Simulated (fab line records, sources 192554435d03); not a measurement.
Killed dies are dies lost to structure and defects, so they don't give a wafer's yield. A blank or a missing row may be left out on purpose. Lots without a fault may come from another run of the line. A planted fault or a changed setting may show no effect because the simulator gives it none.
A struck lot beside a sound one | flow n5_finfet | 14 steps out of a route of 1938
Sound: wafers L286.2, L286.3, L286.4. Struck: wafers L283.1, L283.3, L283.6. The cause comes at the end.
At each step with rows: each side's tool, then ch and its chambers, then its first start. Under that, the readings that differ: sound wafers | struck wafers | difference of the means | sigmas: that difference in standard deviations of wafers without a fault.
alike: readings whose means differ by less than 2 such deviations, and words and numbers that are the same on both sides. not compared: withheld readings, readings that some wafer has no value for, bounds like >300 that may hide the same value, and numbers for which the record gives no deviation and whose values overlap.
The two part at a step that has a row with sigmas, a row that says differs or no value, or rows on one side only. Numbers that don't overlap but have no deviation are shown without sigmas and don't part them. A reading that every wafer of one side lacks parts them only if that side has two wafers or more.

first, 2 steps without rows for these wafers: N5_BEOL_M5_STRIP_63 (strips in N2/H2); N5_BEOL_M5_STRIP_73 (strips in N2/H2).
N5_BEOL_M5_STRIP_64: strips in CF4.
  sound on rie_diel-02 ch 0,2,3, day 12 17:38; struck on rie_diel-02 ch 0,1, day 11 05:56
  alike: drypump_motor_current_A, oes_product_au, rf_vpp_V, showerhead_plenum_p_Torr, throttle_valve_pct
  not compared: rf_hours_counter_h
N5_BEOL_M5_HM_OPEN_17: chemistry Cl2/BCl3, target TiN, target depth 20 nm, overetch 6 nm.
  sound on rie_metal-01 ch 0,1, day 12 17:40; struck on rie_metal-03 ch 1, day 11 05:59
  reading                | sound             | struck            | difference | sigmas
  throttle_valve_pct (%) | 22.07 22.07 21.92 | 22.50 22.48 22.50 | +0.47      | +2
  alike: bcl3_flow_sccm, bias_w, drypump_motor_current_A, oes_product_au
  not compared: rf_hours_counter_h
N5_BEOL_M5_STRIP_19: strips in O2.
  sound on rie_diel-01 ch 0,3, day 12 17:51; struck on rie_diel-01 ch 0,1, day 11 06:11
  alike: drypump_motor_current_A, oes_product_au, rf_vpp_V, showerhead_plenum_p_Torr, throttle_valve_pct
  not compared: rf_hours_counter_h
N5_BEOL_M5_CD_MEAS_18: pitch 56 nm, target cd 28 nm.
  sound on cd_sem-02, day 12 17:56; struck on cd_sem-02, day 11 06:15
  alike: cd_nm
then, 6 steps without rows for these wafers: N5_BEOL_M5_COAT_65 (time 60 s, resist thk 60 nm); N5_BEOL_M5_COAT_66 (time 60 s, resist thk 12 nm); N5_BEOL_M5_COAT_74 (time 60 s, resist thk 5 nm); N5_BEOL_M5_COAT_22 (resist thk 30 nm); N5_BEOL_M5_EBR_24; N5_BEOL_M5_SOFTBAKE_23 (time 60 s).
N5_BEOL_M5_EXPOSE_25: exposes mask V4, defocus 10 nm.
  sound on euv_scanner-02 ch 0, day 12 18:37; struck on euv_scanner-02, day 11 06:44
  no value came back on the struck wafers for dipole_opening_deg (degrees), exposure_dose_mJ_cm2, reticle_temp_C (C); on the sound wafers dipole_opening_deg (degrees) reads 60 60 60
  alike: mask
then, 1 step without rows for these wafers: N5_BEOL_M5_PEB_26 (peb time 60 s).

WHERE THEY PART
First at N5_BEOL_M5_HM_OPEN_17; last, within this record, at N5_BEOL_M5_EXPOSE_25.

WHY: what the simulator had put in
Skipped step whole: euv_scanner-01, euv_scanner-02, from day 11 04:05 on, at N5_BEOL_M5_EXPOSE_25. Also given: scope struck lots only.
